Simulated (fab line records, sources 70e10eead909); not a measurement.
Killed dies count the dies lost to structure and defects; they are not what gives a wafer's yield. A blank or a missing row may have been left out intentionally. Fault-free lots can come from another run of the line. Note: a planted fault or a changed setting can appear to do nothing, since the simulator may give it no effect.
fab line records + flow nand_harc
record
- lots=13
- wafers=39
- last_day=33
route steps=1302 shown A_WL_FILL@976 A_BONDPAD@1231 THIN_TSV@1265 END@1302
lots with no fault: from the same line, run without faults
start_h: start of the lot's first displayed wafer, in hours after the record's first day + wait_h: hours from the lot's prior step to this one + " same as the row above + L1.1+2: a single row standing in for several wafers + - no value present, or no start provided + * or withheld: withheld + < > ~ a bound
route shown NAME@n: NAME is a module with steps in the file, n the number in the route of the first one + usual: average and standard deviation across the fault-free wafers + same: alike in all rows + chamber/n: place in a boat + sites: each site's reading + _std_site: their standard deviation + _edge_site: mean of outer sites minus mean of inner sites + radius_mm: for every site, how far away it sits from the centre of the wafer + mask NAME#n: copy n + behind: the last tool/chamber to shape the wafer + hold: why the lot went on hold/how many hours it stayed there/how the hold came to an end + device: which transistor (n, p or np) failed to switch + end of line: tests run on the same wafers once the route is complete + step lacking rows: just its recipe + killed: at the first sort, the dies lost to defects and structure; wafer yield is something else + map: the dies of a wafer, with x for killed, . for not killed, _ for no die there
set.NAME: the setting as run; set.NAME@STEP: as run at that earlier step + model.NAME: the simulator's own value behind a step, which no gauge read
steps of the route over a sample of lots; a table a step, a row a wafer
services: the hour from which a tool's chamber was out of use, counted from the record's first day as start_h (under 0 if before that day), plus the number of hours and why
## steps
# step NHARC_A_WL_FILL_CVD_20
# recipe
- target_thk_a=1000
- temp_c=400
- pressure_torr=40
- wf6_flow_sccm=40
- h2_flow_sccm=1600
- ar_flow_sccm=1560
- time_s=74
- material=W
# usual
- heater_power_outer_w=528/42
- heater_power_w=798/28
- throttle_valve_pct=8.1/0.3
| lot.wafer | tool     | chamber | start_h | wait_h | heater_power_outer_w | heater_power_w | throttle_valve_pct |
|-----------|----------|---------|---------|--------|----------------------|----------------|--------------------|
| L888.1    | cvd_w-02 | 1       | 501.40  | -      | 610                  | 869            | 8.6                |
| L888.3    | "        | 1       | "       | "      | 589                  | 841            | 8.3                |
| L888.6    | "        | 1       | "       | "      | 593                  | 845            | 8.1                |
| L887.1    | cvd_w-01 | 1       | 501.40  | -      | 490                  | 802            | 7.9                |
| L887.4    | "        | 1       | "       | "      | 493                  | 800            | 7.8                |
| L887.6    | "        | 1       | "       | "      | 479                  | 802            | 7.9                |
| L885.3    | cvd_w-01 | 0       | 501.58  | -      | 545                  | 787            | 8.2                |
| L885.5    | "        | 0       | "       | "      | 557                  | 783            | 8.3                |
| L885.6    | "        | 1       | "       | "      | 481                  | 804            | 8.0                |
| L891.2    | cvd_w-02 | 1       | 554.61  | -      | 599                  | 831            | 8.6                |
| L891.1    | "        | 0       | "       | "      | 486                  | 799            | 7.7                |
| L891.3    | "        | 1       | "       | "      | 613                  | 862            | 8.3                |
| L893.2    | cvd_w-01 | 0       | 580.16  | -      | 533                  | 783            | 8.5                |
| L893.3    | "        | 0       | "       | "      | 521                  | 792            | 8.4                |
| L893.4    | "        | 1       | "       | "      | 487                  | 788            | 8.2                |
| L898.2    | cvd_w-01 | 1       | 601.35  | -      | 501                  | 803            | 8.0                |
| L898.4    | "        | 1       | "       | "      | 488                  | 789            | 8.1                |
| L898.5    | "        | 1       | "       | "      | 497                  | 787            | 8.1                |
| L897.2    | cvd_w-02 | 0       | 607.67  | -      | 491                  | 786            | 7.9                |
| L897.3    | "        | 0       | "       | "      | 492                  | 786            | 7.6                |
| L897.5    | "        | 0       | "       | "      | 501                  | 776            | 7.6                |
| L899.2    | cvd_w-01 | 1       | 625.77  | -      | 483                  | 805            | 8.0                |
| L899.1    | "        | 0       | "       | "      | 522                  | 770            | 8.6                |
| L899.6    | "        | 1       | "       | "      | 496                  | 765            | 8.1                |
| L900.2    | cvd_w-02 | 0       | 625.78  | -      | 488                  | 779            | 7.8                |
| L900.5    | "        | 0       | "       | "      | 489                  | 773            | 7.9                |
| L900.6    | "        | 1       | "       | "      | 621                  | 871            | 8.6                |
| L901.2    | cvd_w-02 | 1       | 656.57  | -      | 563                  | 823            | 7.9                |
| L901.5    | "        | 1       | "       | "      | 571                  | 809            | 7.9                |
| L901.6    | "        | 1       | "       | "      | 593                  | 815            | 7.8                |
| L903.2    | cvd_w-02 | 0       | 675.23  | -      | 476                  | 770            | 7.8                |
| L903.3    | "        | 0       | "       | "      | 486                  | 761            | 8.1                |
| L903.4    | "        | 1       | "       | "      | 564                  | 777            | 7.9                |
| L904.1    | cvd_w-01 | 0       | 680.50  | -      | 524                  | 762            | 8.7                |
| L904.4    | "        | 1       | "       | "      | 503                  | 789            | 8.1                |
| L904.6    | "        | 1       | "       | "      | 503                  | 795            | 8.2                |
| L906.2    | cvd_w-01 | 0       | 703.58  | -      | 527                  | 791            | 8.7                |
| L906.1    | "        | 1       | "       | "      | 501                  | 790            | 8.1                |
| L906.4    | "        | 1       | "       | "      | 503                  | 766            | 8.1                |
# step NHARC_A_BONDPAD_CMP_19
# recipe
- t_overpolish_s=30
- cu_recess_touch_s=16
- target_thk_nm=169.82
# usual
- motor_current_A=12.1/1.1
- overpolish_run_s=29.999/0.0086
# same
- cu_recess_touch_s=16
| lot.wafer | tool   | chamber | start_h | wait_h | motor_current_A | overpolish_run_s |
|-----------|--------|---------|---------|--------|-----------------|------------------|
| L888.1    | cmp-04 | 1       | 551.02  | -      | 12.0            | 29.992           |
| L888.3    | "      | 2       | "       | "      | 14.0            | 30.002           |
| L888.6    | "      | 1       | "       | "      | 11.5            | 29.997           |
| L885.3    | cmp-04 | 1       | 553.51  | -      | 11.3            | 29.998           |
| L885.6    | "      | 1       | "       | "      | 11.4            | 29.997           |
| L885.5    | "      | 2       | "       | "      | 13.6            | 30.006           |
| L887.1    | cmp-02 | 1       | 554.16  | -      | 13.5            | 29.997           |
| L887.4    | "      | 0       | "       | "      | 11.8            | 29.998           |
| L887.6    | "      | 2       | "       | "      | 12.2            | 29.999           |
| L891.1    | cmp-04 | 3       | 608.06  | -      | 10.7            | 30.017           |
| L891.3    | "      | 1       | "       | "      | 11.2            | 29.984           |
| L891.2    | "      | 2       | "       | "      | 14.0            | 30.000           |
| L893.2    | cmp-02 | 0       | 633.28  | -      | 12.4            | 30.020           |
| L893.3    | "      | 1       | "       | "      | 14.0            | 29.990           |
| L893.4    | "      | 3       | "       | "      | 11.2            | 30.003           |
| L898.4    | cmp-02 | 1       | 650.29  | -      | 13.2            | 30.005           |
| L898.2    | "      | 3       | "       | "      | 11.0            | 29.991           |
| L898.5    | "      | 2       | "       | "      | 11.4            | 29.989           |
| L897.3    | cmp-03 | 1       | 658.64  | -      | 12.8            | 30.003           |
| L897.2    | "      | 2       | "       | "      | 11.8            | 30.000           |
| L897.5    | "      | 1       | "       | "      | 13.3            | 30.000           |
| L899.1    | cmp-02 | 2       | 675.86  | -      | 13.1            | 30.010           |
| L899.2    | "      | 0       | "       | "      | 12.4            | 30.011           |
| L899.6    | "      | 2       | "       | "      | 12.7            | 30.014           |
| L900.2    | cmp-04 | 2       | 676.22  | -      | 14.5            | 29.999           |
| L900.6    | "      | 3       | "       | "      | 10.8            | 30.005           |
| L900.5    | "      | 0       | "       | "      | 11.7            | 29.996           |
| L901.2    | cmp-04 | 3       | 714.62  | -      | 11.2            | 30.007           |
| L901.6    | "      | 1       | "       | "      | 11.3            | 30.005           |
| L901.5    | "      | 2       | "       | "      | 13.1            | 30.020           |
| L903.3    | cmp-03 | 1       | 729.44  | -      | 13.1            | 29.997           |
| L903.2    | "      | 2       | "       | "      | 11.6            | 30.006           |
| L903.4    | "      | 0       | "       | "      | 12.3            | 29.984           |
| L904.1    | cmp-03 | 0       | 736.68  | -      | 12.4            | 29.996           |
| L904.4    | "      | 2       | "       | "      | 11.5            | 30.010           |
| L904.6    | "      | 3       | "       | "      | 11.5            | 29.992           |
| L906.1    | cmp-04 | 3       | 754.97  | -      | 10.0            | 29.992           |
| L906.4    | "      | 0       | "       | "      | 11.9            | 29.995           |
| L906.2    | "      | 2       | "       | "      | 14.0            | 30.009           |
# step NHARC_THIN_TSV_STRIP_45
# recipe
- power_w=1500
- temp_c=250
- chemistry=O2
# usual
- drypump_motor_current_A=5.9/0.53
- heater_power_w=341/17
- temp_c=250.03/0.17
| lot.wafer | tool            | chamber | start_h | wait_h | drypump_motor_current_A | heater_power_w | rf_hours_counter_h | temp_c |
|-----------|-----------------|---------|---------|--------|-------------------------|----------------|--------------------|--------|
| L885.3    | plasma_asher-02 | 0       | 566.16  | 0.2    | 6.5                     | 358            | -                  | 250.04 |
| L885.6    | "               | 1       | "       | "      | 5.8                     | 336            | -                  | 250.15 |
| L885.5    | "               | 0       | "       | "      | 6.5                     | 362            | -                  | 250.02 |
| L888.1    | plasma_asher-02 | 0       | 567.24  | 0.1    | 6.5                     | 359            | 28                 | 249.95 |
| L888.3    | "               | 1       | "       | "      | 5.8                     | 339            | -                  | 249.90 |
| L888.6    | "               | 1       | "       | "      | 5.8                     | 340            | -                  | 249.87 |
| L887.1    | plasma_asher-02 | 0       | 568.42  | 0.1    | 6.5                     | 364            | 28                 | 250.00 |
| L887.4    | "               | 0       | "       | "      | 6.5                     | 356            | -                  | 249.95 |
| L887.6    | "               | 1       | "       | "      | 5.8                     | 341            | -                  | 250.45 |
| L891.2    | plasma_asher-02 | 0       | 622.65  | 0.1    | 6.5                     | 345            | 3                  | 250.16 |
| L891.1    | "               | 1       | "       | "      | 5.8                     | 361            | 3                  | 249.99 |
| L891.3    | "               | 1       | "       | "      | 5.8                     | 362            | -                  | 249.90 |
| L893.2    | plasma_asher-02 | 1       | 644.84  | 0.1    | 5.8                     | 354            | 6                  | 250.14 |
| L893.4    | "               | 0       | "       | "      | 6.5                     | 348            | -                  | 249.86 |
| L893.3    | "               | 1       | "       | "      | 5.8                     | 349            | -                  | 249.87 |
| L898.2    | plasma_asher-02 | 0       | 664.79  | 0.1    | 6.5                     | 346            | 12                 | 250.00 |
| L898.4    | "               | 1       | "       | "      | 5.8                     | 366            | -                  | 249.86 |
| L898.5    | "               | 1       | "       | "      | 5.8                     | 355            | -                  | 249.92 |
| L897.2    | plasma_asher-01 | 0       | 675.71  | 0.1    | 5.3                     | 325            | 32                 | 249.94 |
| L897.3    | "               | 1       | "       | "      | 5.0                     | 322            | -                  | 250.09 |
| L897.5    | "               | 0       | "       | "      | 5.3                     | 314            | -                  | 249.92 |
| L899.2    | plasma_asher-02 | 0       | 691.91  | 0.1    | 6.5                     | 343            | 17                 | 249.88 |
| L899.1    | "               | 1       | "       | "      | 5.8                     | 350            | 17                 | 250.08 |
| L899.6    | "               | 0       | "       | "      | 6.5                     | 347            | -                  | 249.97 |
| L900.2    | plasma_asher-02 | 1       | 693.17  | 0.1    | 5.8                     | 354            | 17                 | 250.00 |
| L900.6    | "               | 0       | "       | "      | 6.5                     | 349            | -                  | 250.04 |
| L900.5    | "               | 1       | "       | "      | 5.8                     | 353            | -                  | 249.78 |
| L901.2    | plasma_asher-01 | 0       | 729.45  | 0.1    | 5.4                     | 322            | 3                  | 249.88 |
| L901.6    | "               | 0       | "       | "      | 5.3                     | 311            | -                  | 249.87 |
| L901.5    | "               | 1       | "       | "      | 5.1                     | 320            | -                  | 250.07 |
| L903.2    | plasma_asher-02 | 0       | 748.82  | 0.1    | 6.5                     | 355            | 29                 | 249.92 |
| L903.3    | "               | 1       | "       | "      | 5.8                     | 365            | -                  | 250.15 |
| L903.4    | "               | 0       | "       | "      | 6.5                     | 358            | -                  | 249.84 |
| L904.1    | plasma_asher-01 | 0       | 756.84  | 0.1    | 5.3                     | 317            | 9                  | 250.05 |
| L904.4    | "               | 0       | "       | "      | 5.3                     | 315            | -                  | 249.67 |
| L904.6    | "               | 1       | "       | "      | 5.0                     | 314            | -                  | 250.05 |
| L906.1    | plasma_asher-02 | 1       | 768.82  | 0.1    | 5.8                     | 350            | 33                 | 250.28 |
| L906.2    | "               | 0       | "       | "      | 6.5                     | 344            | 33                 | 249.76 |
| L906.4    | "               | 0       | "       | "      | 6.5                     | 349            | -                  | 249.93 |
# step NHARC_THIN_TSV_DEP_47
# recipe
- target_thk_a=2000
- temp_c=withheld
- pressure_torr=6.5
- rf_w=900
- teos_flow_sccm=161.4
- flow_sccm=2650
- target_thk_nm=200
- gas=O2
- material=SiO2
# usual
- throttle_valve_pct=15.8/0.48
| lot.wafer | tool     | chamber | start_h | wait_h | throttle_valve_pct |
|-----------|----------|---------|---------|--------|--------------------|
| L885.3    | pecvd-01 | 0       | 566.86  | -      | 16.2               |
| L885.5    | "        | 2       | "       | "      | 14.6               |
| L885.6    | "        | 1       | "       | "      | 15.2               |
| L888.1    | pecvd-02 | 0       | 568.04  | -      | 16.4               |
| L888.3    | "        | 1       | "       | "      | 16.7               |
| L888.6    | "        | 2       | "       | "      | 16.1               |
| L887.1    | pecvd-01 | 0       | 569.31  | -      | 16.3               |
| L887.6    | "        | 1       | "       | "      | 15.7               |
| L887.4    | "        | 0       | "       | "      | 16.1               |
| L891.3    | pecvd-01 | 1       | 623.44  | -      | 15.4               |
| L891.1    | "        | 2       | "       | "      | 15.1               |
| L891.2    | "        | 0       | "       | "      | 16.2               |
| L893.2    | pecvd-01 | 2       | 645.59  | -      | 15.0               |
| L893.3    | "        | 0       | "       | "      | 16.5               |
| L893.4    | "        | 2       | "       | "      | 15.0               |
| L898.2    | pecvd-01 | 0       | 665.64  | -      | 16.3               |
| L898.4    | "        | 1       | "       | "      | 15.7               |
| L898.5    | "        | 0       | "       | "      | 16.4               |
| L897.3    | pecvd-04 | 2       | 676.48  | -      | 16.1               |
| L897.2    | "        | 1       | "       | "      | 15.2               |
| L897.5    | "        | 0       | "       | "      | 15.5               |
| L899.1    | pecvd-04 | 1       | 692.75  | -      | 15.2               |
| L899.2    | "        | 2       | "       | "      | 16.1               |
| L899.6    | "        | 0       | "       | "      | 15.4               |
| L900.2    | pecvd-04 | 0       | 693.96  | -      | 15.7               |
| L900.6    | "        | 0       | "       | "      | 15.6               |
| L900.5    | "        | 1       | "       | "      | 15.1               |
| L901.2    | pecvd-02 | 1       | 730.33  | -      | 16.2               |
| L901.5    | "        | 2       | "       | "      | 16.3               |
| L901.6    | "        | 0       | "       | "      | 16.4               |
| L903.2    | pecvd-04 | 2       | 749.63  | -      | 15.9               |
| L903.3    | "        | 0       | "       | "      | 15.7               |
| L903.4    | "        | 1       | "       | "      | 15.4               |
| L904.1    | pecvd-02 | 1       | 757.64  | -      | 16.3               |
| L904.4    | "        | 0       | "       | "      | 16.1               |
| L904.6    | "        | 2       | "       | "      | 16.3               |
| L906.1    | pecvd-02 | 1       | 769.61  | -      | 16.2               |
| L906.2    | "        | 2       | "       | "      | 16.2               |
| L906.4    | "        | 1       | "       | "      | 16.5               |
# step NHARC_END_SORT_01
# recipe
- temp_c=25
# usual
- killed_at_array=46/16
- killed_at_other=0.9/1.3
- killed_at_periphery=4.1/3
- killed_dies=51/17
- killed_open=3.5/1.8
- killed_short=2.5/1.8
# same
- gross_dies=677
| lot.wafer | tool      | chamber | start_h | wait_h | killed_at_array | killed_at_other | killed_at_periphery | killed_dies | killed_open | killed_short |
|-----------|-----------|---------|---------|--------|-----------------|-----------------|---------------------|-------------|-------------|--------------|
| L904.1    | prober-01 | 0       | 770.71  | 2.5    | 118             | 0               | 4                   | 122         | 6           | 2            |
| L904.4    | prober-01 | 0       | 773.12  | 3.4    | 124             | 0               | 3                   | 127         | 1           | 2            |
| L904.6    | prober-01 | 0       | 774.73  | 4.0    | 124             | 0               | 2                   | 126         | 2           | 2            |
| L906.1    | prober-02 | 0       | 783.11  | 2.5    | 120             | 1               | 7                   | 128         | 2           | 5            |
| L906.2    | prober-02 | 0       | 783.91  | 2.8    | 118             | 5               | 9                   | 132         | 3           | 5            |
| L906.4    | prober-02 | 0       | 785.49  | 3.4    | 132             | 2               | 6                   | 140         | 3           | 6            |
# killed by level:class
L904.1 A_WL_FILL:unspecified=78 A_CHANNEL_HOLE_D1:chamber_film_flake=10 A_CONTACT:chamber_film_flake=10 A_SLIT:chamber_film_flake=6 A_CHANNEL_FILL_D2:chamber_film_flake=3 A_SGD_CUT:geometric_particle:open=2 P_GATE:chamber_film_flake=2 A_ZERO_WELL:chamber_film_flake=2
L904.4 A_WL_FILL:unspecified=88 A_CHANNEL_HOLE_D1:chamber_film_flake=9 A_SLIT:chamber_film_flake=7 A_CONTACT:chamber_film_flake=6 A_ZERO_WELL:chamber_film_flake=4 A_CHANNEL_FILL_D2:chamber_film_flake=3 P_ZERO_WELL:chamber_film_flake=2 A_CHANNEL_FILL_D1:chamber_film_flake=2
L904.6 A_WL_FILL:unspecified=83 A_CHANNEL_HOLE_D1:chamber_film_flake=9 A_CONTACT:chamber_film_flake=9 A_SLIT:chamber_film_flake=7 A_ZERO_WELL:chamber_film_flake=5 A_CHANNEL_HOLE_D2:chamber_film_flake=3 A_WL_FILL:geometric_particle:short=2 P_GATE:chamber_film_flake=2
L906.1 A_WL_FILL:unspecified=80 A_SLIT:chamber_film_flake=24 P_STI:chamber_film_flake=4 A_CONTACT:chamber_film_flake=4 A_STAIRCASE:chamber_film_flake=3 P_CONTACT:geometric_particle:short=2 A_CHANNEL_FILL_D1:geometric_particle:short=2 A_M0:chamber_film_flake=2
L906.2 A_WL_FILL:unspecified=76 A_SLIT:chamber_film_flake=21 A_M0:chamber_film_flake=7 A_CONTACT:chamber_film_flake=4 THIN_TSV:chamber_film_flake=4 P_STI:chamber_film_flake=3 A_CHANNEL_HOLE_D1:unspecified=2 A_DECK1_JOINT:chamber_film_flake=2
L906.4 A_WL_FILL:unspecified=85 A_SLIT:chamber_film_flake=19 A_CONTACT:chamber_film_flake=13 A_M0:chamber_film_flake=4 A_SOURCE_PLATE:geometric_particle:short=2 A_WL_FILL:geometric_particle:short=2 P_ZERO_WELL:chamber_film_flake=2 P_CONTACT:chamber_film_flake=2
## services
| tool            | chamber | start_h | hours | kind   |
|-----------------|---------|---------|-------|--------|
| pecvd-01        | -       | 492.18  | 13.0  | pm     |
| cmp-04          | -       | 499.61  | 0.6   | repair |
| cvd_w-02        | 0       | 499.94  | 40.9  | repair |
| cmp-04          | -       | 503.04  | 4.0   | pm     |
| cmp-04          | -       | 508.93  | 4.4   | repair |
| cmp-04          | -       | 519.15  | 0.3   | repair |
| cmp-02          | -       | 526.63  | 4.0   | pm     |
| cvd_w-02        | -       | 539.25  | 0.6   | repair |
| cvd_w-01        | -       | 547.67  | 13.0  | pm     |
| cmp-04          | -       | 578.54  | 0.4   | repair |
| cmp-04          | -       | 601.04  | 4.0   | pm     |
| plasma_asher-02 | -       | 603.00  | 9.0   | pm     |
| cvd_w-02        | -       | 631.00  | 13.0  | pm     |
| cmp-04          | -       | 636.89  | 0.8   | repair |
| cvd_w-02        | 0       | 645.00  | 16.2  | repair |
| plasma_asher-02 | -       | 645.64  | 0.9   | repair |
| pecvd-01        | -       | 673.33  | 13.0  | pm     |
| cmp-04          | -       | 699.04  | 4.0   | pm     |
| cmp-04          | -       | 707.94  | 2.7   | repair |
| cmp-04          | -       | 711.69  | 1.1   | repair |
| cvd_w-01        | -       | 728.67  | 13.0  | pm     |
| cvd_w-02        | 1       | 743.05  | 3.3   | repair |
| cvd_w-02        | -       | 750.33  | 1.2   | repair |
| cmp-04          | -       | 769.25  | 1.6   | repair |
## key
first_sign
- step=NHARC_END_SORT_01
- reading=killed_dies
- direction=up
- sigmas=4.7
- usual=51
- struck=129
effect
- step=NHARC_END_SORT_01
- reading=killed_at_array
- direction=up
- sigmas=4.7
- usual=46
- struck=123
more_kills_born_at
- NHARC_A_WL_FILL_CVD_20@cvd_w-01=490
met_at NHARC_A_WL_FILL_CVD_20
struck_lots L904,L906
tester_left_out L904,L906
not_acting_at NHARC_A_BONDPAD_CMP_19,NHARC_THIN_TSV_STRIP_45,NHARC_THIN_TSV_DEP_47
onset_between 625.77 680.50
also_fits time
earlier_fault
- kind=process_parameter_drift
- tool=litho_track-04
- chamber=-
- onset_h=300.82
- steps=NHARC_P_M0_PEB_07
- channel=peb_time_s
- offset=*
- shape=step
- acts_in=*
- stated=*
fault
- kind=chamber_particle_source
- tool=cvd_w-01
- chamber=-
- onset_h=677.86
- steps=NHARC_A_WL_FILL_CVD_20
- rate_per_visit_cm2=0.87467
# tester_left_out: of these lots the tester's yield and bins aren't shown, on N5 and GAA mostly nor the transistor test; their killed dies are dies lost to structure and defects alone, not to doping, threshold or leakage, so they don't give the yield
